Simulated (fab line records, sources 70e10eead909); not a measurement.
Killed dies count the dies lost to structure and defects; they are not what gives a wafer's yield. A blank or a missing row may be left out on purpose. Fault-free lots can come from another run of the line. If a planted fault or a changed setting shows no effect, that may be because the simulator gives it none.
fab line records ; flow nandHarc
[record] lots = 11; wafers = 33; lastDay = 34
route steps=1302 shown P_ZERO_WELL@19 P_STI@80 END@1302
lots that met no fault: taken from a fault-free run of the same line
startH: hours from the record's opening day to when the first of the lot's shown wafers began ; waitH: how many hours have passed since the lot's step before this one ; " identical to the entry in the row above ; L1.1+2: a single row standing in for several wafers ; - value missing, or start not given ; * or withheld: withheld ; < > ~ a bound
route shown NAME@n: a module of which the file shows steps, and the number in the route of the first ; usual: mean/standard deviation taken from wafers without a fault ; same: alike in all rows ; chamber/n: place in a boat ; sites: each site's reading ; _std_site: standard deviation of those values ; _edge_site: inner sites' mean taken away from outer sites' mean ; radiusMm: for every site, how far away it sits from the centre of the wafer ; mask NAME#n: copy n ; behind: the last tool/chamber to shape the wafer ; hold: what put the lot on hold/how long, in hours/how the hold closed ; device: the n, p or np transistor that did not switch ; end of line: the same wafers' tests at the end of the route ; where a step has no rows: the recipe by itself ; killed: count of dies lost to structure and defects at first sort (not the wafer's yield) ; map: a wafer's dies, marking killed ones x, the rest . and places with no die _
set.NAME: the setting the step ran with; set.NAME@STEP: the setting that earlier step ran with ; model.NAME: the simulator's own value behind a step, which no gauge read
route steps across a sampled set of lots; one table per step, one row per wafer
services: the hour from which a tool's chamber was out of use, counted from the record's first day as startH (under 0 if before that day), plus the number of hours and why
[[steps]]
[step NHARC_P_ZERO_WELL_ETCH_63]
[recipe] targetDepthA = 1200; timeS = 40.1; hbrFlowSccm = 150; cl2FlowSccm = 50; rfW = 400; icpW = 400; biasW = 100; chemistry = HBr/Cl2
[usual] biasW = 100.0/0.31; drypumpMotorCurrentA = 5.7/0.34; oesProductAu = 0.999/0.0068; throttleValvePct = 26.406/0.0076
lot.wafer;tool;chamber;startH;waitH;biasW;drypumpMotorCurrentA;oesProductAu;rfHoursCounterH;throttleValvePct
L968.2;rieSi-06;2;21.79;-;100.4;5.4;1.006;0.9;26.406
L968.3;rieSi-06;0;21.79;-;99.8;5.7;1.006;0.7;26.404
L968.5;rieSi-06;1;21.79;-;100.2;6.0;0.990;-;26.401
L971.1;rieSi-04;1;51.59;-;100.4;6.0;1.005;0.3;26.397
L971.2;rieSi-04;2;51.59;-;100.2;6.4;0.996;0.3;26.396
L971.5;rieSi-04;0;51.59;-;100.0;5.6;0.984;-;26.408
L981.2;rieSi-06;1;152.13;-;100.1;6.0;1.007;0.6;26.398
L981.1;rieSi-06;2;152.13;-;99.5;5.3;0.996;0.5;26.408
L981.5;rieSi-06;2;152.13;-;100.1;5.3;0.994;-;26.401
L982.2;rieSi-06;2;161.58;-;99.9;5.3;0.994;0.6;26.416
L982.4;rieSi-06;0;161.58;-;99.6;5.7;0.987;0.5;26.418
L982.6;rieSi-06;2;161.58;-;100.4;5.4;0.990;-;26.397
L983.4;rieSi-03;0;171.68;-;99.9;5.2;0.994;0.9;26.406
L983.1;rieSi-03;1;171.68;-;100.1;5.8;1.004;0.9;26.409
L983.3;rieSi-03;2;171.68;-;100.3;5.1;0.999;0.8;26.406
L984.1;rieSi-06;2;181.69;-;100.0;5.3;1.006;0.7;26.396
L984.3;rieSi-06;0;181.69;-;100.3;5.7;1.000;0.6;26.404
L984.6;rieSi-06;3;181.69;-;99.2;5.5;1.004;-;26.416
L985.4;rieSi-06;2;191.67;-;100.6;5.4;1.002;0.8;26.414
L985.2;rieSi-06;3;191.67;-;99.9;5.5;0.992;0.6;26.399
L985.3;rieSi-06;0;191.67;-;99.9;5.8;1.000;0.6;26.404
L986.4;rieSi-03;1;201.53;-;100.1;5.8;1.003;1.1;26.415
L986.3;rieSi-03;3;201.53;-;100.3;5.9;1.004;1.1;26.414
L986.6;rieSi-03;2;201.53;-;99.8;5.0;1.014;-;26.414
L987.1;rieSi-04;1;211.67;-;100.4;6.0;1.005;0.2;26.406
L987.3;rieSi-04;3;211.67;-;100.6;5.8;1.003;0.2;26.414
L987.5;rieSi-04;1;211.67;-;100.3;6.0;0.998;-;26.406
L989.2;rieSi-04;2;231.54;-;99.5;6.4;0.999;0.4;26.413
L989.1;rieSi-04;3;231.54;-;99.8;5.8;1.005;0.4;26.396
L989.3;rieSi-04;0;231.54;-;99.7;5.6;1.001;0.4;26.392
L991.3;rieSi-03;3;251.67;-;100.2;5.9;0.992;0.1;26.403
L991.2;rieSi-03;1;251.67;-;100.2;5.8;0.994;0.1;26.396
L991.6;rieSi-03;2;251.67;-;100.3;5.1;0.994;-;26.409
[step NHARC_P_ZERO_WELL_DESCUM_39]
[recipe] timeS = 3; o2FlowSccm = 200; arFlowSccm = 0; biasPowerW = 0; chemistry = O2
[usual] drypumpMotorCurrentA = 5.62/0.29; oesProductAu = 0.999/0.0084; rfVppV = 57.9/0.88; showerheadPlenumPTorr = 1.94/0.088; throttleValvePct = 11.311/0.0089
lot.wafer;tool;chamber;startH;waitH;drypumpMotorCurrentA;oesProductAu;rfHoursCounterH;rfVppV;showerheadPlenumPTorr;throttleValvePct
L968.2;rieDiel-04;1;25.98;-;5.73;0.996;5;57.3;2.01;11.303
L968.3;rieDiel-04;0;25.98;-;5.62;1.003;4;59.0;2.03;11.321
L968.5;rieDiel-04;2;25.98;-;5.96;1.011;-;57.9;1.99;11.319
L971.2;rieDiel-04;2;54.43;-;5.94;1.017;19;58.1;1.99;11.305
L971.1;rieDiel-04;3;54.43;-;4.96;1.002;20;58.5;1.91;11.314
L971.5;rieDiel-04;0;54.43;-;5.61;0.994;-;59.5;2.02;11.317
L981.1;rieDiel-04;1;154.59;-;5.72;1.002;50;59.0;1.99;11.317
L981.2;rieDiel-04;0;154.59;-;5.62;1.017;54;57.7;2.01;11.308
L981.5;rieDiel-04;1;154.59;-;5.72;1.000;-;59.0;1.99;11.315
L982.4;rieDiel-11;2;164.31;-;5.80;0.998;22;57.9;1.79;11.311
L982.2;rieDiel-11;3;164.31;-;5.71;0.994;23;57.0;2.02;11.309
L982.6;rieDiel-11;1;164.31;-;5.79;0.997;-;57.2;1.87;11.318
L983.3;rieDiel-04;0;174.61;-;5.58;1.013;60;58.6;2.01;11.314
L983.4;rieDiel-04;1;174.61;-;5.69;0.998;58;57.0;1.99;11.312
L983.1;rieDiel-04;2;174.61;-;5.96;1.007;54;58.6;1.98;11.303
L984.1;rieDiel-02;3;184.58;-;5.22;0.977;39;58.5;1.98;11.314
L984.3;rieDiel-02;2;184.58;-;6.04;0.980;41;59.8;1.87;11.302
L984.6;rieDiel-02;3;184.58;-;5.23;0.977;-;58.0;1.98;11.314
L985.4;rieDiel-02;3;194.25;-;5.23;0.988;45;57.6;1.98;11.316
L985.2;rieDiel-02;0;194.25;-;5.62;0.992;41;57.9;1.81;11.304
L985.3;rieDiel-02;2;194.25;-;6.01;0.982;47;58.6;1.87;11.299
L986.3;rieDiel-02;0;204.12;-;5.63;0.994;43;56.0;1.81;11.315
L986.4;rieDiel-02;3;204.12;-;5.24;0.988;47;57.9;1.98;11.290
L986.6;rieDiel-02;1;204.12;-;5.75;1.004;-;58.0;2.06;11.304
L987.1;rieDiel-02;2;214.28;-;6.00;0.988;50;58.1;1.87;11.298
L987.3;rieDiel-02;3;214.28;-;5.22;0.997;49;59.2;1.98;11.295
L987.5;rieDiel-02;2;214.28;-;6.03;0.992;-;57.3;1.87;11.300
L989.3;rieDiel-04;3;235.33;-;4.98;1.002;12;59.9;1.89;11.309
L989.2;rieDiel-04;0;235.33;-;5.61;1.006;14;57.8;2.00;11.316
L989.1;rieDiel-04;1;235.33;-;5.70;1.001;13;59.3;1.99;11.316
L991.3;rieDiel-04;0;254.37;-;5.57;0.998;23;58.3;2.00;11.308
L991.2;rieDiel-04;2;254.37;-;5.92;0.999;20;58.3;1.97;11.317
L991.6;rieDiel-04;1;254.37;-;5.69;0.994;-;58.3;1.99;11.310
[step NHARC_P_ZERO_WELL_DESCUM_54]
[recipe] timeS = 3; o2FlowSccm = 200; arFlowSccm = 0; biasPowerW = 0; chemistry = O2
[usual] drypumpMotorCurrentA = 5.64/0.29; oesProductAu = 1.000/0.0089; rfVppV = 57.7/0.94; showerheadPlenumPTorr = 1.93/0.093; throttleValvePct = 11.310/0.0098
lot.wafer;tool;chamber;startH;waitH;drypumpMotorCurrentA;oesProductAu;rfHoursCounterH;rfVppV;showerheadPlenumPTorr;throttleValvePct
L968.3;rieDiel-04;1;27.52;-;5.67;0.998;5;59.2;2.01;11.325
L968.2;rieDiel-04;2;27.52;-;5.97;1.000;9;59.0;1.99;11.305
L968.5;rieDiel-04;0;27.52;-;5.61;0.994;-;58.9;2.03;11.320
L971.2;rieDiel-02;3;56.10;-;5.23;0.987;3;58.0;1.99;11.306
L971.1;rieDiel-02;0;56.10;-;5.60;0.995;3;57.1;1.82;11.315
L971.5;rieDiel-02;2;56.10;-;6.02;0.998;-;57.6;1.89;11.295
L981.2;rieDiel-04;3;156.25;-;4.99;1.010;56;56.4;1.90;11.306
L981.1;rieDiel-04;1;156.25;-;5.70;1.017;51;57.5;1.99;11.297
L981.5;rieDiel-04;3;156.25;-;4.99;1.018;-;58.0;1.90;11.321
L982.4;rieDiel-02;1;165.81;-;5.77;1.015;33;58.3;2.07;11.314
L982.2;rieDiel-02;0;165.81;-;5.61;1.008;31;57.4;1.81;11.299
L982.6;rieDiel-02;2;165.81;-;6.01;0.988;-;58.2;1.88;11.322
L983.1;rieDiel-04;2;176.23;-;5.94;1.019;54;58.0;1.98;11.307
L983.3;rieDiel-04;3;176.23;-;4.98;1.018;61;58.9;1.90;11.301
L983.4;rieDiel-04;1;176.23;-;5.71;1.008;58;58.4;1.99;11.309
L984.1;rieDiel-02;3;186.35;-;5.23;0.992;40;58.2;1.98;11.303
L984.3;rieDiel-02;2;186.35;-;6.01;0.994;42;57.9;1.87;11.308
L984.6;rieDiel-02;0;186.35;-;5.66;0.999;-;56.5;1.81;11.307
L985.4;rieDiel-11;3;195.79;-;5.69;0.995;36;58.7;2.01;11.315
L985.3;rieDiel-11;0;195.79;-;5.35;0.991;37;57.5;1.81;11.307
L985.2;rieDiel-11;1;195.79;-;5.75;0.996;34;56.2;1.87;11.310
L986.3;rieDiel-04;2;205.66;-;5.97;1.003;4;58.2;1.98;11.305
L986.4;rieDiel-04;3;205.66;-;4.98;1.005;5;56.6;1.90;11.297
L986.6;rieDiel-04;1;205.66;-;5.71;0.994;-;58.4;1.99;11.316
L987.3;rieDiel-02;3;215.90;-;5.22;0.999;49;58.1;1.98;11.314
L987.1;rieDiel-02;0;215.90;-;5.61;1.001;44;57.5;1.81;11.315
L987.5;rieDiel-02;1;215.90;-;5.82;1.001;-;58.0;2.06;11.306
L989.2;rieDiel-02;1;236.96;-;5.78;1.001;4;58.8;2.06;11.307
L989.3;rieDiel-02;2;236.96;-;6.02;0.991;6;58.6;1.87;11.302
L989.1;rieDiel-02;3;236.96;-;5.22;0.992;6;58.0;1.97;11.307
L991.3;rieDiel-02;2;256.04;-;6.02;1.005;12;56.6;1.87;11.308
L991.2;rieDiel-02;3;256.04;-;5.23;1.002;14;57.1;1.97;11.307
L991.6;rieDiel-02;1;256.04;-;5.77;1.005;-;57.8;2.06;11.309
[step NHARC_P_STI_EXPOSE_06]
[recipe] na = 0.55; targetCdNm = 200; doseMj = 37.69; maskId = P_STI
lot.wafer;tool;chamber;startH;waitH;mask
L968.2+3+5;krfScanner-01;0;43.65;-;P_STI#0
L971.1+2+5;krfScanner-01;0;75.39;-;P_STI_R1#0
L981.1+2+5;krfScanner-01;0;172.98;-;P_STI#0
L982.2+4+6;krfScanner-01;0;183.81;-;P_STI#0
L983.1+3+4;krfScanner-01;0;192.44;-;P_STI#0
L984.1+3+6;krfScanner-02;0;203.01;-;P_STI#0
L985.2+3+4;krfScanner-02;0;211.64;-;P_STI#0
L986.3+4+6;krfScanner-04;0;222.40;-;P_STI#0
L987.1+3+5;krfScanner-02;0;232.78;-;P_STI#0
L989.1+2+3;krfScanner-01;0;254.16;-;P_STI#0
L991.2+3+6;krfScanner-01;0;272.09;-;P_STI#0
[step NHARC_P_STI_CD_MEAS_09]
[recipe] targetCdNm = 200; landingEnergyEv = 500
[usual] cdNm = 199.5/1.7
lot.wafer;tool;chamber;startH;waitH;cdNm
L968.2;cdSem-01;0;43.80;-;201.6
L968.3;cdSem-01;0;43.80;-;200.2
L968.5;cdSem-01;0;43.80;-;199.8
L971.1;cdSem-03;0;75.54;-;222.5
L971.2;cdSem-03;0;75.54;-;221.5
L971.5;cdSem-03;0;75.54;-;221.1
L981.1;cdSem-03;0;173.14;-;198.9
L981.2;cdSem-03;0;173.14;-;198.1
L981.5;cdSem-03;0;173.14;-;199.5
L982.2;cdSem-01;0;183.96;-;201.0
L982.4;cdSem-01;0;183.96;-;200.4
L982.6;cdSem-01;0;183.96;-;199.9
L983.1;cdSem-03;0;192.59;-;200.3
L983.3;cdSem-03;0;192.59;-;200.1
L983.4;cdSem-03;0;192.59;-;201.4
L984.1;cdSem-01;0;203.16;-;197.8
L984.3;cdSem-01;0;203.16;-;199.1
L984.6;cdSem-01;0;203.16;-;199.2
L985.2;cdSem-02;0;211.79;-;197.9
L985.3;cdSem-02;0;211.79;-;201.1
L985.4;cdSem-02;0;211.79;-;195.5
L986.3;cdSem-03;0;222.54;-;199.7
L986.4;cdSem-03;0;222.54;-;201.1
L986.6;cdSem-03;0;222.54;-;199.6
L987.1;cdSem-02;0;232.94;-;200.9
L987.3;cdSem-02;0;232.94;-;199.5
L987.5;cdSem-02;0;232.94;-;202.1
L989.1;cdSem-03;0;254.31;-;196.4
L989.2;cdSem-03;0;254.31;-;197.3
L989.3;cdSem-03;0;254.31;-;195.5
L991.2;cdSem-01;0;272.24;-;200.6
L991.3;cdSem-01;0;272.24;-;200.3
L991.6;cdSem-01;0;272.24;-;200.7
[step NHARC_P_STI_OCD_MEAS_17]
[usual] trenchDepthNm = 300.7/2.5; trenchFootCdNm = 157.5/1.7
lot.wafer;tool;chamber;startH;waitH;trenchDepthNm;trenchFootCdNm
L968.2;ocd-01;-;44.61;0.1;299.8;160.0
L968.3;ocd-01;-;44.61;0.1;293.5;160.1
L968.5;ocd-01;-;44.61;0.1;295.4;159.2
L971.1;ocd-02;-;76.33;0.1;300.3;180.7
L971.2;ocd-02;-;76.33;0.1;300.8;179.4
L971.5;ocd-02;-;76.33;0.1;301.9;179.7
L981.1;ocd-02;-;173.96;0.1;299.8;156.9
L981.2;ocd-02;-;173.96;0.1;297.1;156.1
L981.5;ocd-02;-;173.96;0.1;301.0;156.8
L982.2;ocd-02;-;184.74;0.1;302.9;159.0
L982.4;ocd-02;-;184.74;0.1;303.3;157.5
L982.6;ocd-02;-;184.74;0.1;306.4;156.7
L983.1;ocd-02;-;193.38;0.1;304.2;157.7
L983.3;ocd-02;-;193.38;0.1;303.4;158.4
L983.4;ocd-02;-;193.38;0.1;306.2;158.6
L984.1;ocd-01;-;203.96;0.1;299.8;155.2
L984.3;ocd-01;-;203.96;0.1;303.3;157.0
L984.6;ocd-01;-;203.96;0.1;301.4;157.1
L985.2;ocd-02;-;212.57;0.1;298.7;155.9
L985.3;ocd-02;-;212.57;0.1;298.4;159.0
L985.4;ocd-02;-;212.57;0.1;298.5;154.1
L986.3;ocd-02;-;223.32;0.1;300.0;158.1
L986.4;ocd-02;-;223.32;0.1;302.7;159.0
L986.6;ocd-02;-;223.32;0.1;301.2;157.7
L987.1;ocd-01;-;233.72;0.1;301.4;158.6
L987.3;ocd-01;-;233.72;0.1;302.3;157.2
L987.5;ocd-01;-;233.72;0.1;301.8;159.7
L989.1;ocd-02;-;255.14;0.1;298.6;154.6
L989.2;ocd-02;-;255.14;0.1;302.9;155.1
L989.3;ocd-02;-;255.14;0.1;299.2;153.8
L991.2;ocd-02;-;273.02;0.1;301.1;159.2
L991.3;ocd-02;-;273.02;0.1;302.3;157.7
L991.6;ocd-02;-;273.02;0.1;301.2;158.9
[step NHARC_END_SORT_01]
[recipe] tempC = 25
[usual] killedAtArray = 62/16; killedAtOther = 0.8/1.1; killedAtPeriphery = 4/3.2; killedDies = 67/16; killedOpen = 3.5/1.9; killedShort = 2.1/1.5
[same] grossDies = 677
lot.wafer;tool;chamber;startH;waitH;killedAtArray;killedAtOther;killedAtPeriphery;killedDies;killedOpen;killedShort
L971.1;prober-02;0;582.81;2.5;87;0;6;93;5;3
L971.2;prober-02;0;583.62;2.8;90;0;5;95;4;6
L971.5;prober-02;0;586.05;3.7;68;0;15;83;2;5
L981.1;prober-02;0;682.39;2.5;46;0;12;58;5;2
L981.2;prober-02;0;683.19;2.8;58;0;1;59;4;1
L981.5;prober-02;0;685.56;3.7;46;0;6;52;2;0
L983.1;prober-02;0;698.02;2.5;61;0;5;66;5;4
L983.3;prober-02;0;699.60;3.1;57;0;3;60;4;0
L983.4;prober-02;0;700.38;3.4;64;0;3;67;5;6
L982.2;prober-01;0;698.84;2.8;50;1;1;52;3;1
L982.4;prober-01;0;700.44;3.4;60;1;3;64;2;2
L982.6;prober-01;0;702.03;4.0;63;5;1;69;3;2
L991.2;prober-01;0;806.57;2.8;58;0;0;58;2;2
L991.3;prober-01;0;807.38;3.1;63;0;4;67;2;4
L991.6;prober-01;0;809.78;4.0;45;2;3;50;6;1
// killed by level:class
L971.1 A_CHANNEL_HOLE_D2:chamberFilmFlake=35 A_CHANNEL_HOLE_D1:chamberFilmFlake=33 P_GATE:chamberFilmFlake=4 A_CONTACT:chamberFilmFlake=4 A_STAIRCASE:chamberFilmFlake=3 P_M1:chamberFilmFlake=2 A_WL_FILL:chamberFilmFlake=2 A_ONON_D1:geometricParticle:open=1
L971.2 A_CHANNEL_HOLE_D1:chamberFilmFlake=38 A_CHANNEL_HOLE_D2:chamberFilmFlake=32 A_STAIRCASE:chamberFilmFlake=5 P_GATE:chamberFilmFlake=3 A_WL_FILL:chamberFilmFlake=3 A_CHANNEL_FILL_D1:chamberFilmFlake=2 P_M2:geometricParticle:short=1 A_CHANNEL_FILL_D1:geometricParticle:open=1
L971.5 A_CHANNEL_HOLE_D1:chamberFilmFlake=29 A_CHANNEL_HOLE_D2:chamberFilmFlake=28 P_M1:chamberFilmFlake=5 P_ZERO_WELL:chamberFilmFlake=3 P_STI:chamberFilmFlake=3 P_GATE:chamberFilmFlake=3 A_STAIRCASE:chamberFilmFlake=3 A_CONTACT:chamberFilmFlake=2
L981.1 A_CHANNEL_HOLE_D1:chamberFilmFlake=32 P_GATE:chamberFilmFlake=7 A_WL_FILL:chamberFilmFlake=3 A_CONTACT:chamberFilmFlake=3 P_M2:chamberFilmFlake=2 A_SLIT:chamberFilmFlake=2 P_CONTACT:geometricParticle:open=1 A_ONON_D1:geometricParticle:short=1
L981.2 A_CHANNEL_HOLE_D1:chamberFilmFlake=39 A_CONTACT:chamberFilmFlake=7 A_SLIT:chamberFilmFlake=5 A_CHANNEL_FILL_D1:geometricParticle:open=3 A_CHANNEL_HOLE_D2:geometricParticle:short=1 A_BLC:geometricParticle:open=1 P_GATE:chamberFilmFlake=1 A_SGD_CUT:chamberFilmFlake=1
L981.5 A_CHANNEL_HOLE_D1:chamberFilmFlake=33 A_CONTACT:chamberFilmFlake=5 A_SLIT:chamberFilmFlake=3 P_GATE:chamberFilmFlake=2 P_M2:chamberFilmFlake=2 A_STAIRCASE:chamberFilmFlake=2 P_GATE:geometricParticle:open=1 A_CHANNEL_FILL_D1:geometricParticle:open=1
L983.1 A_CHANNEL_HOLE_D1:chamberFilmFlake=34 A_CONTACT:chamberFilmFlake=10 A_DECK1_JOINT:chamberFilmFlake=3 P_GATE:chamberFilmFlake=2 A_SLIT:chamberFilmFlake=2 A_STAIRCASE:chamberFilmFlake=2 A_WL_FILL:chamberFilmFlake=2 P_STI:geometricParticle:short=1
L982.2 A_SLIT:chamberFilmFlake=30 A_CHANNEL_HOLE_D2:chamberFilmFlake=9 A_CONTACT:chamberFilmFlake=4 A_CHANNEL_HOLE_D1:chamberFilmFlake=3 P_GATE:geometricParticle:short=1 A_CHANNEL_FILL_D1:geometricParticle:open=1 A_SLIT:geometricParticle:open=1 A_M0:geometricParticle:open=1
L983.3 A_CHANNEL_HOLE_D1:chamberFilmFlake=33 A_STAIRCASE:chamberFilmFlake=8 A_CONTACT:chamberFilmFlake=7 P_GATE:chamberFilmFlake=3 A_SLIT:chamberFilmFlake=3 A_SOURCE_PLATE:geometricParticle:open=1 A_ONON_D1:geometricParticle:open=1 A_SGD_CUT:geometricParticle:open=1
L983.4 A_CHANNEL_HOLE_D1:chamberFilmFlake=37 A_CONTACT:chamberFilmFlake=6 A_CHANNEL_FILL_D1:chamberFilmFlake=4 A_ONON_D1:geometricParticle:short=2 A_SLIT:chamberFilmFlake=2 A_DECK1_JOINT:chamberFilmFlake=2 A_STAIRCASE:chamberFilmFlake=2 P_GATE:geometricParticle:short=1
L982.4 A_SLIT:chamberFilmFlake=28 A_CHANNEL_HOLE_D2:chamberFilmFlake=17 A_CONTACT:chamberFilmFlake=8 P_GATE:chamberFilmFlake=2 A_CHANNEL_HOLE_D1:chamberFilmFlake=2 A_ONON_D2:geometricParticle:open=1 A_CHANNEL_HOLE_D2:geometricParticle:open=1 A_WL_FILL:geometricParticle:short=1
L982.6 A_SLIT:chamberFilmFlake=27 A_CHANNEL_HOLE_D2:chamberFilmFlake=14 A_CONTACT:chamberFilmFlake=9 A_CHANNEL_HOLE_D1:chamberFilmFlake=4 A_STAIRCASE:chamberFilmFlake=4 THIN_TSV:chamberFilmFlake=3 A_CHANNEL_FILL_D2:geometricParticle:short=2 A_SOURCE_PLATE:geometricParticle:open=1
L991.2 A_SLIT:chamberFilmFlake=29 A_CHANNEL_HOLE_D1:chamberFilmFlake=10 A_WL_FILL:chamberFilmFlake=5 A_CONTACT:chamberFilmFlake=4 A_M0:geometricParticle:open=2 A_CHANNEL_HOLE_D2:chamberFilmFlake=2 A_CHANNEL_HOLE_D1:geometricParticle:short=1 A_CHANNEL_FILL_D1:geometricParticle:short=1
L991.3 A_SLIT:chamberFilmFlake=32 A_CHANNEL_HOLE_D1:chamberFilmFlake=17 A_STAIRCASE:chamberFilmFlake=3 P_GATE:chamberFilmFlake=2 A_WL_FILL:chamberFilmFlake=2 A_CONTACT:chamberFilmFlake=2 A_CHANNEL_FILL_D1:geometricParticle:short=1 A_DECK1_JOINT:geometricParticle:open=1
L991.6 A_SLIT:chamberFilmFlake=23 A_CHANNEL_HOLE_D1:chamberFilmFlake=12 A_M0:geometricParticle:open=2 THIN_TSV:chamberFilmFlake=2 A_WL_FILL:chamberFilmFlake=2 P_CONTACT:geometricParticle:short=1 A_SOURCE_PLATE:geometricParticle:open=1 A_CHANNEL_FILL_D1:geometricParticle:open=1
[[services]]
tool;chamber;startH;hours;kind
rieDiel-04;-;0.90;9.0;pm
rieSi-06;0;24.27;3.2;repair
krfScanner-02;-;24.61;0.4;repair
rieSi-04;3;29.06;7.5;repair
rieDiel-02;-;39.85;9.0;pm
rieSi-03;-;44.00;9.0;pm
rieSi-06;-;72.00;9.0;pm
rieSi-04;-;80.43;0.9;repair
rieSi-06;-;88.26;0.4;repair
rieDiel-04;2;89.98;4.5;repair
krfScanner-02;-;94.00;4.0;pm
rieSi-06;2;98.94;5.8;repair
rieDiel-02;0;126.83;16.6;repair
rieDiel-02;1;135.23;5.7;repair
krfScanner-01;-;140.00;4.0;pm
rieDiel-04;2;159.65;7.2;repair
rieSi-04;-;165.00;9.0;pm
rieDiel-04;-;177.90;9.0;pm
rieDiel-02;3;178.09;4.6;repair
rieDiel-02;2;215.23;5.5;repair
rieDiel-02;-;216.85;9.0;pm
rieSi-03;-;221.00;9.0;pm
krfScanner-01;-;230.86;0.5;repair
rieSi-06;-;249.00;9.0;pm
[[key]]
[firstSign] step = NHARC_P_STI_EXPOSE_06; reading = mask; direction = changed
[effect] step = NHARC_P_STI_CD_MEAS_09; reading = cdNm; direction = up; sigmas = 13; usual = 199.5; struck = 221.7
[effect] step = NHARC_P_STI_OCD_MEAS_17; reading = trenchFootCdNm; direction = up; sigmas = 13; usual = 157.5; struck = 180.0
metAt NHARC_P_STI_EXPOSE_06
struckLots L971
testerLeftOut L971
notActingAt NHARC_P_ZERO_WELL_ETCH_63,NHARC_P_ZERO_WELL_DESCUM_39,NHARC_P_ZERO_WELL_DESCUM_54
onsetBetween 43.65 75.39
[fault] kind = wrongMask; tool = any; chamber = -; onsetH = 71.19; steps = NHARC_P_STI_EXPOSE_06; auxCopy = P_STI_R1#0; cdOffsetNm = 21.526; scope = struckLotsOnly
// testerLeftOut: of these lots the tester's yield and bins aren't shown, on N5 and GAA mostly nor the transistor test; their killed dies are dies lost to structure and defects alone, not to doping, threshold or leakage, so they don't give the yield
